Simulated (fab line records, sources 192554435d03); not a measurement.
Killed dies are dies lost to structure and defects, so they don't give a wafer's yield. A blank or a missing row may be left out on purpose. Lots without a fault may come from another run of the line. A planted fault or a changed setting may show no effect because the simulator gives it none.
One fault seen from 2 desks | flow n5_finfet | each desk has only its own numbers; what lay behind them comes last
Where a reading is given only as a bound, like >300, the bound stands for it, and a mean or a difference that rests on one is marked > or <: the true number lies beyond.

THE METROLOGY DESK
What the gauges read, lot by lot, whatever tool the lot ran on: means of the sampled wafers that have a number. A lot is out of limits, marked OUT, if its mean lies more than 4 standard deviations from the usual mean; the brackets give that distance. Of its 10 readings 7 are shown: those that lie furthest out on some lot.
Columns: A = DIBL_P at N5_BEOL_M4_RC_MEAS_101, usual 36.3 mV/V; B = IOFF_P at N5_BEOL_M4_RC_MEAS_101, usual 0.208 nA/um; C = ION_N at N5_BEOL_M4_RC_MEAS_101, usual 672 uA/um; D = ION_P at N5_BEOL_M4_RC_MEAS_101, usual 462 uA/um; E = SS_N at N5_BEOL_M4_RC_MEAS_101, usual 71.5 mV/dec; F = VT_N at N5_BEOL_M4_RC_MEAS_101, usual 250.4 mV; G = VT_P at N5_BEOL_M4_RC_MEAS_101, usual -250.5 mV
lot  | first seen here | A    | B     | C   | D   | E    | F     | G
L503 | day 9 08:19     | 37.2 | 0.265 | 677 | 472 | 72.2 | 247.5 | -245.5
L506 | day 10 07:00    | 36.2 | 0.225 | 679 | 469 | 71.6 | 249.5 | -249.8
L511 | day 11 03:49    | 34.1 | 0.186 | 658 | 459 | 70.9 | 254.4 | -252.3
L512 | day 11 11:40    | 34.0 | 0.188 | 665 | 453 | 71.4 | 253.8 | -252.7
L513 | day 12 10:47    | 35.9 | 0.189 | 659 | 452 | 71.4 | 252.0 | -252.1
L520 | day 13 21:12    | 36.6 | 0.198 | 676 | 465 | 71.4 | 251.0 | -251.8
L522 | day 14 04:28    | 36.4 | 0.191 | 671 | 462 | 71.2 | 252.6 | -252.8
L523 | day 15 00:24    | 35.0 | 0.197 | 680 | 468 | 70.7 | 249.9 | -249.6
This desk's finding: nothing out of limits on any of the 8 lots.

THE DEFECT DESK
What the inspections along the route counted, lot by lot: means of the sampled wafers that have a number. A lot is out of limits, marked OUT, if its mean lies more than 4 standard deviations from the usual mean; the brackets give that distance.
Columns: A = raw_defect_count at N5_SD_EPI_N_INSPECT_26, usual 220; B = raw_defect_count at N5_SD_EPI_P_INSPECT_11, usual 1.8; C = raw_defect_count at N5_SD_EPI_P_INSPECT_26, usual 185
lot  | first seen here | A             | B                      | C
L503 | day 4 03:22     | 262           | 1.0                    | 239
L506 | day 4 20:23     | 177           | 2.0                    | 154
L511 | day 6 01:59     | 815 (+13) OUT | >300 (+99 or more) OUT | 786 (+15) OUT
L512 | day 6 11:07     | 206           | 1.7                    | 159
L513 | day 6 13:16     | 825 (+13) OUT | >300 (+99 or more) OUT | 823 (+16) OUT
L520 | day 8 06:45     | 269           | 2.7                    | 187
L522 | day 8 20:02     | 228           | 1.7                    | 163
L523 | day 9 02:28     | 167           | 1.0                    | 138
This desk's finding: out of limits on L511, L513; first on L511, day 6 01:59 (raw_defect_count at N5_SD_EPI_N_INSPECT_26). In limits: L503, L506, L512, L520, L522, L523.

PUT TOGETHER
The defect desk could have raised an alarm at day 6 01:59, on L511, L513.
The metrology desk saw nothing out of limits.
The metrology desk has L511, L513 on record, within its limits.
Of the lots named, all ran N5_SD_EPI_N_PRECLEAN_24 on wet_bench-02.

WHAT THE SIMULATOR HAD PUT IN
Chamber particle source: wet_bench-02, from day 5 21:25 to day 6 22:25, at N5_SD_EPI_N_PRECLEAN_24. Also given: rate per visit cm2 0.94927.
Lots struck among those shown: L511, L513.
Hours from the fault's start to each desk's first reading out of limits: the defect desk, 5.
